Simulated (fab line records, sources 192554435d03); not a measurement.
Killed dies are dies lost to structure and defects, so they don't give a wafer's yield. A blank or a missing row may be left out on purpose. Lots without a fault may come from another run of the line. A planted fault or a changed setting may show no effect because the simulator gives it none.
Chamber matching | flow n5_finfet | N5_BEOL_M8_STRIP_67 on rie_diel-02: 4 sister chambers
The step strips in CF4. 4 wafers are shown with their chamber, then 8 later ones without.

WAFERS WITH THEIR CHAMBER
wafer  | chamber | drypump_motor_current_A (A)
L084.1 | 2       | 6.4
L084.4 | 0       | 4.8
L084.6 | 3       | 5.2
L087.2 | 1       | 5.0

WAFERS WITHOUT THEIR CHAMBER
wafer  | drypump_motor_current_A (A)
L087.3 | 6.4
L087.4 | 4.8
L092.1 | 6.4
L092.2 | 5.0
L092.3 | 4.9
L092.4 | 5.2
L092.5 | 5.2
L092.6 | 4.9

WHICH CHAMBER EACH WENT THROUGH
wafer  | from the rows above     | in truth
L087.3 | 2                       | 2
L087.4 | 0                       | 0
L092.1 | 2                       | 2
L092.2 | 1                       | 1
L092.3 | can't be placed: 1 or 0 | 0
L092.4 | 3                       | 3
L092.5 | 3                       | 3
L092.6 | can't be placed: 1 or 0 | 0
Placed correctly: 6 of 8. Can't be placed from these rows: 2 (the true chamber is among the candidates in 2). Placed wrongly: 0.
How it was worked out, from the rows above alone: a wafer's distance from a chamber is the root of the sum, over the readings, of the square of ((its reading less the chamber's mean) divided by the reading's scatter). The wafer belongs to the nearest chamber; if the next one is less than 2 further off, it can't be placed. A chamber's mean is the mean of its shown wafers. The scatter: with one shown wafer a chamber, the root of the mean of the squares of how far each hidden wafer lies from its nearest shown one.
